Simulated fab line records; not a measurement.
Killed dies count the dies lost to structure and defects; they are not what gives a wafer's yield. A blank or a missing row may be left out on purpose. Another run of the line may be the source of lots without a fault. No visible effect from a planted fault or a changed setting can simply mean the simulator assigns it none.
Chamber matching + flow n5 finfet + N5_BEOL_M2_PECVD_72 on pecvd-04 has 3 sister chambers
The step deposits SiO2 from TEOS/O2, target thk 16 nm, time 18 s. 3 wafers are shown with their chamber, then 8 later ones without.

## WAFERS PAIRED WITH THEIR CHAMBERS
| wafer  | chamber | throttle valve pct (%) |
|--------|---------|------------------------|
| L081.6 | 2       | 20.8                   |
| L086.6 | 1       | 23.0                   |
| L094.2 | 0       | 27.9                   |

## WAFERS WITH NO CHAMBER GIVEN
| wafer  | throttle valve pct (%) |
|--------|------------------------|
| L094.4 | 22.7                   |
| L094.5 | 28.1                   |
| L093.1 | 20.8                   |
| L093.4 | 27.8                   |
| L093.5 | 20.9                   |
| L096.2 | 27.9                   |
| L096.3 | 22.5                   |
| L096.6 | 22.7                   |

## WHICH CHAMBER EACH WENT THROUGH
| wafer  | from the rows above | in truth |
|--------|---------------------|----------|
| L094.4 | 1                   | 1        |
| L094.5 | 0                   | 0        |
| L093.1 | 2                   | 2        |
| L093.4 | 0                   | 0        |
| L093.5 | 2                   | 2        |
| L096.2 | 0                   | 0        |
| L096.3 | 1                   | 1        |
| L096.6 | 1                   | 1        |
Correct placement for 8 of the 8. From these rows, 0 cannot be placed. Wrongly placed: 0.
How it was worked out, from the rows above alone: a wafer's distance from a chamber is the root of the sum, over the readings, of the square of ((its reading less the chamber's mean) divided by the reading's scatter). If the next closest chamber is less than 2 further off than the closest, the wafer can't be placed; otherwise it belongs to the closest. A chamber's mean is the mean of its shown wafers. The scatter: with one shown wafer a chamber, the root of the mean of the squares of how far each hidden wafer lies from its nearest shown one.
